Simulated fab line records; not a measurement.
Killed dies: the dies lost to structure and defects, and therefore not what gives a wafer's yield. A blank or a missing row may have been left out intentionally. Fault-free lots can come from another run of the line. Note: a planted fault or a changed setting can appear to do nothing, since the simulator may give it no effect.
Lot-split experiment | flow n5-finfet | route with 1938 steps; 7 lots, 39 wafers read

THE SPLIT ITSELF
At N5_SD_EPI_N_ETCH_35 (etches SOC in N2/H2, overetch 108 nm, time 486 s), the setting source-w was moved away from the recipe's 3000 W on 12 of the 39 wafers read, by -16.2% to +13.7%. The other wafers ran this setting at the recipe's value.

The split's own step is where the reading is taken.

THE READING
rf-vpp-V, in V, at N5_SD_EPI_N_ETCH_35 (etches SOC in N2/H2, overetch 108 nm, time 486 s). Typical for fault-free wafers on this fab line: 240.8 V, with standard deviation 1.3 V.

wafer  | tool, chamber at the split | source-w as run, W | against the recipe | rf-vpp-V, V | against lot-mates on the recipe
L081.1 | rie-diel-05, 3             | 3000               | recipe             | 239.9       | -
L081.2 | rie-diel-05, 0             | 3000               | recipe             | 239.8       | -
L081.3 | rie-diel-05, 1             | 2515               | -16.2%             | 253.6       | +13.2
L081.4 | rie-diel-05, 2             | 3000               | recipe             | 241.6       | -
L081.5 | rie-diel-05, 2             | 2515               | -16.2%             | 257.0       | +16.6
L081.6 | rie-diel-05, 3             | 2515               | -16.2%             | 256.4       | +16.0
L083.1 | rie-diel-05, 0             | 3000               | recipe             | 239.6       | -
L083.2 | rie-diel-05, 3             | 3000               | recipe             | 241.1       | -
L083.3 | rie-diel-05, 2             | 3000               | recipe             | 241.8       | -
L083.4 | rie-diel-05, 1             | 3000               | recipe             | 239.8       | -
L083.5 | rie-diel-05, 2             | 3000               | recipe             | 242.3       | -
L083.6 | rie-diel-05, 3             | 3000               | recipe             | 241.9       | -
L087.1 | rie-diel-02, 2             | 3000               | recipe             | 241.6       | -
L087.2 | rie-diel-02, 0             | 2570               | -14.3%             | 253.0       | +10.7
L087.3 | rie-diel-02, 3             | 2570               | -14.3%             | 253.7       | +11.4
L087.4 | rie-diel-02, 1             | 2570               | -14.3%             | 254.9       | +12.6
L087.5 | rie-diel-02, 1             | 3000               | recipe             | 242.8       | -
L087.6 | rie-diel-02, 2             | 3000               | recipe             | 242.6       | -
L089.1 | rie-diel-05, 1             | 3000               | recipe             | 237.8       | -
L089.2 | rie-diel-05, 0             | 3000               | recipe             | 241.0       | -
L089.3 | rie-diel-05, 2             | 3000               | recipe             | 241.9       | -
L089.4 | rie-diel-05, 3             | 3000               | recipe             | 240.5       | -
L089.5 | rie-diel-05, 0             | 3000               | recipe             | 239.4       | -
L089.6 | rie-diel-05, 1             | 3000               | recipe             | 240.9       | -
L092.1 | rie-diel-05, 3             | 2842               | -5.3%              | 245.8       | +5.0
L092.2 | rie-diel-05, 1             | 3000               | recipe             | 239.8       | -
L092.3 | rie-diel-05, 0             | 3000               | recipe             | 240.8       | -
L092.4 | rie-diel-05, 2             | 3000               | recipe             | 241.7       | -
L092.5 | rie-diel-05, 3             | 2842               | -5.3%              | 244.6       | +3.8
L092.6 | rie-diel-05, 0             | 2842               | -5.3%              | 245.6       | +4.8
L094.2 | rie-diel-02, 2             | 3000               | recipe             | 242.4       | -
L094.3 | rie-diel-02, 1             | 3000               | recipe             | 241.3       | -
L094.4 | rie-diel-02, 0             | 3000               | recipe             | 239.4       | -
L097.1 | rie-diel-02, 0             | 3000               | recipe             | 239.4       | -
L097.2 | rie-diel-02, 3             | 3000               | recipe             | 239.2       | -
L097.3 | rie-diel-02, 2             | 3000               | recipe             | 242.9       | -
L097.4 | rie-diel-02, 1             | 3411               | +13.7%             | 230.9       | -9.6
L097.5 | rie-diel-02, 2             | 3411               | +13.7%             | 233.2       | -7.3
L097.6 | rie-diel-02, 1             | 3411               | +13.7%             | 231.4       | -9.1

THE FIT
A straight line over all 39 wafers: rf-vpp-V changes by -0.828 V for each +1% of source-w; r = -0.97; the points scatter about the line by 1.4 V.
The same after taking each lot's own level away (the mean of its wafers on the recipe; 39 wafers): -0.8 V for each +1%; r = -0.97; scatter 1.4 V.
That fit puts the effect of the largest move of source-w on the reading at 13 V.
The span of the lots' own levels, 240.25 to 242.33 V, comes to 1.6 times the standard deviation stated above.
Consequently the slope shifts little with the lot-to-lot level, the two slopes agreeing.
Check: for one of the wafers moved furthest among these (-16.2%), held out of the fit, the line's prediction against its lot-mates is +13.3 V. It came out at +13.2 V against them.
Tool readings at the split's step, against how far the setting was moved: rf-vpp-V r = -0.97.

OTHER SPLITS ON THESE WAFERS
Note: prior to the reading, these wafers also went through further splits. Each is held against what the fit with the lots' levels taken away leaves over:
other split on the same wafers        | wafers away from the commonest value | r with rf-vpp-V (lot level and that fit taken away)
N5_FIN_CUT_CUT_ETCH_15 target-depth-a | 15                                   | +0.19
N5_DUMMY_GATE_ETCH_37 source-w        | 15                                   | -0.11
N5_DUMMY_GATE_ETCH_31 target-depth-a  | 18                                   | +0.04
N5_DUMMY_GATE_ETCH_42 bias-w          | 12                                   | -0.03

THE FILE'S OWN FIT
rf-vpp-V changes by -0.813 V for each +1% of source-w, r = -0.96.
